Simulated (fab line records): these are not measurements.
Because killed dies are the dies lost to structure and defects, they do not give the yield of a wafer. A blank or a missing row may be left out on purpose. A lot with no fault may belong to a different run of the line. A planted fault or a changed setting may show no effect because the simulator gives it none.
Split-lot trial    flow n5_finfet    route with 1938 steps; 7 lots, 39 wafers read

## THE SPLIT ITSELF
At N5_SD_EPI_P_ETCH_37 (etches SOC in N2/H2, overetch 108 nm, time 486 s), the setting source_w was moved away from the recipe's 3000 W on 12 of the 39 wafers read, by -17.4% to +15.8%. All remaining wafers had this setting at the recipe value.

The split's own step is where the reading is taken.

## THE READING
rf_vpp_V, in V, at N5_SD_EPI_P_ETCH_37 (etches SOC in N2/H2, overetch 108 nm, time 486 s). A value of 240.5 V with a standard deviation of 1.2 V is what fault-free wafers of this fab line usually give.

wafer   tool, chamber at the split  source_w as run, W  against the recipe  rf_vpp_V, V  against lot-mates on the recipe
L077.1  rie_diel-01, 0              3000                recipe              240.3        -
L077.2  rie_diel-01, 2              2478                -17.4%              256.1        +16.7
L077.3  rie_diel-01, 1              3000                recipe              238.2        -
L077.4  rie_diel-01, 3              3000                recipe              239.6        -
L077.5  rie_diel-01, 1              2478                -17.4%              256.7        +17.3
L077.6  rie_diel-01, 2              2478                -17.4%              256.9        +17.5
L078.1  rie_diel-05, 2              3000                recipe              241.3        -
L078.2  rie_diel-05, 3              3000                recipe              240.8        -
L078.3  rie_diel-05, 1              3000                recipe              242.3        -
L078.4  rie_diel-05, 0              3000                recipe              238.4        -
L078.5  rie_diel-05, 0              3000                recipe              240.5        -
L078.6  rie_diel-05, 1              3000                recipe              240.7        -
L080.1  rie_diel-01, 1              3000                recipe              240.1        -
L080.2  rie_diel-01, 0              3474                +15.8%              229.5        -9.9
L080.3  rie_diel-01, 3              3000                recipe              238.9        -
L080.4  rie_diel-01, 2              3000                recipe              239.2        -
L080.5  rie_diel-01, 2              3474                +15.8%              229.2        -10.2
L080.6  rie_diel-01, 1              3474                +15.8%              227.0        -12.4
L086.1  rie_diel-05, 1              3000                recipe              242.6        -
L086.2  rie_diel-05, 3              3000                recipe              242.0        -
L086.3  rie_diel-05, 0              3000                recipe              239.0        -
L086.4  rie_diel-05, 2              3000                recipe              240.9        -
L086.5  rie_diel-05, 3              3000                recipe              243.0        -
L086.6  rie_diel-05, 2              3000                recipe              242.3        -
L091.1  rie_diel-05, 2              2682                -10.6%              251.0        +9.6
L091.2  rie_diel-05, 0              3000                recipe              240.0        -
L091.3  rie_diel-05, 1              3000                recipe              242.7        -
L091.4  rie_diel-05, 1              2682                -10.6%              251.7        +10.3
L091.5  rie_diel-05, 0              2682                -10.6%              249.3        +7.9
L091.6  rie_diel-05, 2              3000                recipe              241.4        -
L094.1  rie_diel-05, 2              3000                recipe              241.4        -
L094.2  rie_diel-05, 1              2683                -10.6%              250.3        +9.5
L094.3  rie_diel-05, 0              2683                -10.6%              249.2        +8.4
L094.4  rie_diel-05, 0              3000                recipe              240.3        -
L094.5  rie_diel-05, 1              3000                recipe              240.7        -
L094.6  rie_diel-05, 2              2683                -10.6%              251.6        +10.8
L097.1  rie_diel-05, 1              3000                recipe              242.2        -
L097.3  rie_diel-05, 2              3000                recipe              240.9        -
L097.5  rie_diel-05, 3              3000                recipe              240.4        -

THE FIT
A straight line over all 39 wafers: rf_vpp_V changes by -0.861 V for each +1% of source_w; r = -0.98; the points scatter about the line by 1.3 V.
The same after taking each lot's own level away (the mean of its wafers on the recipe; 39 wafers): -0.85 V for each +1%; r = -0.98; scatter 1.4 V.
Per that fit: largest source_w move, reading shift of 15 V.
Measured against the standard deviation above, the lots' own levels, which go from 239.37 to 241.63 V, span 1.9 times it.
The two slopes are in agreement: the lot-to-lot level therefore moves the slope only a little.
Check: with one of the wafers moved furthest among these (-17.4%) left out of the fit, the line predicts +15 V for it against its lot-mates. It came out at +16.7 V against them.
Tool readings at the split's step, against how far the setting was moved: rf_vpp_V r = -0.98.

## THESE WAFERS: OTHER SPLITS
These wafers also went through other splits before the reading. Each is held against what the fit with the lots' levels taken away leaves over:
other split on the same wafers      wafers away from the commonest value  r with rf_vpp_V (lot level and that fit taken away)
N5_FIN_SAQP_HM_DEP_72 target_thk_a  15                                    -0.09
N5_DUMMY_GATE_ETCH_37 source_w      12                                    +0.26

## FILE'S OWN FIT
rf_vpp_V changes by -0.863 V for each +1% of source_w, r = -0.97.
